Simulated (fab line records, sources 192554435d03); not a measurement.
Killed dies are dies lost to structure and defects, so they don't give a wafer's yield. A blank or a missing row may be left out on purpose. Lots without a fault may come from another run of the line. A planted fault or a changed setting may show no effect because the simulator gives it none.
Chamber matching | flow n5_finfet | N5_SDB_DESCUM_16 on rie_diel-01: 4 sister chambers
The step chemistry O2, time 7.9 s. 14 wafers are shown with their chamber, then 7 later ones without.

WAFERS WITH THEIR CHAMBER
wafer  | chamber | showerhead_plenum_p_Torr (Torr) | throttle_valve_pct (%) | drypump_motor_current_A (A)
L075.2 | 2       | 2.07                            | 20.43                  | 5.9
L075.5 | 0       | 1.99                            | 20.31                  | 5.7
L075.6 | 3       | 2.19                            | 20.42                  | 5.3
L078.1 | 2       | 2.07                            | 20.44                  | 5.9
L078.2 | 0       | 1.99                            | 20.32                  | 5.7
L078.3 | 1       | 2.12                            | 19.77                  | 5.8
L079.2 | 3       | 2.19                            | 20.43                  | 5.3
L079.4 | 1       | 2.12                            | 19.76                  | 5.8
L079.6 | 1       | 2.12                            | 19.80                  | 5.7
L081.1 | 1       | 2.12                            | 19.80                  | 5.7
L081.4 | 2       | 2.06                            | 20.45                  | 5.9
L081.5 | 2       | 2.06                            | 20.46                  | 5.9
L084.1 | 3       | 2.18                            | 20.45                  | 5.3
L084.2 | 2       | 2.06                            | 20.45                  | 5.9

SIGNATURES (means of the wafers above)
reading                  | chamber 0 | chamber 1 | chamber 2 | chamber 3 | scatter within a chamber
showerhead_plenum_p_Torr | 1.9900    | 2.1200    | 2.0640    | 2.1867    | 0.00432
throttle_valve_pct       | 20.3150   | 19.7825   | 20.4460   | 20.4333   | 0.0152
drypump_motor_current_A  | 5.700     | 5.750     | 5.900     | 5.300     | 0.0316
Rule: a wafer's distance from a chamber is the root of the sum, over the readings, of the square of ((its reading less the chamber's mean) divided by the reading's scatter). The wafer belongs to the nearest chamber; if the next one is less than 2 further off, it can't be placed. The scatter: the root of (the sum of the squares of (reading less its chamber's mean) over the shown wafers, divided by (wafers less chambers)).

WAFERS WITHOUT THEIR CHAMBER
wafer  | showerhead_plenum_p_Torr (Torr) | throttle_valve_pct (%) | drypump_motor_current_A (A)
L084.5 | 1.99                            | 20.33                  | 5.7
L088.1 | 2.11                            | 19.83                  | 5.7
L088.4 | 1.98                            | 20.34                  | 5.8
L088.5 | 2.18                            | 20.46                  | 5.3
L097.1 | 2.17                            | 20.47                  | 5.3
L097.2 | 2.05                            | 20.14                  | 5.9
L097.3 | 1.98                            | 20.37                  | 5.7

WHICH CHAMBER EACH WENT THROUGH
wafer  | from the rows above     | in truth
L084.5 | 0                       | 0
L088.1 | 1                       | 1
L088.4 | 0                       | 0
L088.5 | 3                       | 3
L097.1 | 3                       | 3
L097.2 | can't be placed: 0 or 2 | 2
L097.3 | 0                       | 0
Placed correctly: 6 of 7. Can't be placed from these rows: 1 (the true chamber is among the candidates in 1). Placed wrongly: 0.
